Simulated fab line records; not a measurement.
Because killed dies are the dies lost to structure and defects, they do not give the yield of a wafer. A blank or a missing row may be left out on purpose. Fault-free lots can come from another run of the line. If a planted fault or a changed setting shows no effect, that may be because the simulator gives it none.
Chamber matching -- flow nand-harc -- rie-diel-03 running NHARC_A_CONTACT_ETCH_98: 4 sister chambers
The step etches the open film in C4F6/O2, target depth 20 nm, time 10 s. 18 wafers are shown with their chamber, then 8 later ones without.

## WAFERS PAIRED WITH THEIR CHAMBERS
wafer,chamber,showerhead-plenum-p-Torr (Torr),drypump-motor-current-A (A),rf-vpp-V (V)
L760.1,0,4.22,5.1,553
L760.3,2,3.65,6.0,541
L760.5,3,3.90,6.2,547
L765.1,2,3.64,6.1,543
L765.2,3,3.90,6.2,547
L765.6,0,4.21,5.1,553
L766.3,3,3.90,6.2,547
L766.5,0,4.21,5.1,553
L766.6,3,3.90,6.2,548
L769.1,2,3.64,6.1,542
L769.5,2,3.64,6.0,541
L769.6,1,3.70,6.7,542
L768.1,0,4.21,5.1,553
L768.2,3,3.89,6.3,547
L768.3,1,3.70,6.6,542
L771.2,3,3.89,6.2,547
L771.4,1,3.70,6.7,543
L771.6,3,3.89,6.2,546

SIGNATURES (means of the wafers above)
reading,chamber 0,chamber 1,chamber 2,chamber 3,scatter within a chamber
showerhead-plenum-p-Torr,4.2125,3.7000,3.6425,3.8957,0.00479
drypump-motor-current-A,5.100,6.667,6.050,6.214,0.0425
rf-vpp-V,553.00,542.33,541.75,547.00,0.622
Rule: distance of a wafer from a chamber = root of the sum over the readings of ((wafer's reading minus chamber's mean) / reading's scatter) squared. The wafer belongs to the nearest chamber; if the next one is less than 2 further off, it can't be placed. The scatter: the root of (the sum of the squares of (reading less its chamber's mean) over the shown wafers, divided by (wafers less chambers)).

## WAFERS MISSING THEIR CHAMBER
wafer,showerhead-plenum-p-Torr (Torr),drypump-motor-current-A (A),rf-vpp-V (V)
L770.3,3.70,6.7,542
L770.4,3.70,6.7,541
L770.6,4.21,5.1,553
L772.1,4.21,5.1,554
L772.2,3.89,6.2,547
L772.4,3.70,6.7,543
L776.4,4.21,5.1,553
L776.6,4.22,6.1,553

## WHICH CHAMBER EACH ONE RAN IN
wafer,from the rows above,in truth
L770.3,1,1
L770.4,1,1
L770.6,0,0
L772.1,0,0
L772.2,3,3
L772.4,1,1
L776.4,0,0
L776.6,0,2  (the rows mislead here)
Placed correctly: 7 of 8. Left unplaced by these rows: 0. Wrongly placed: 1.
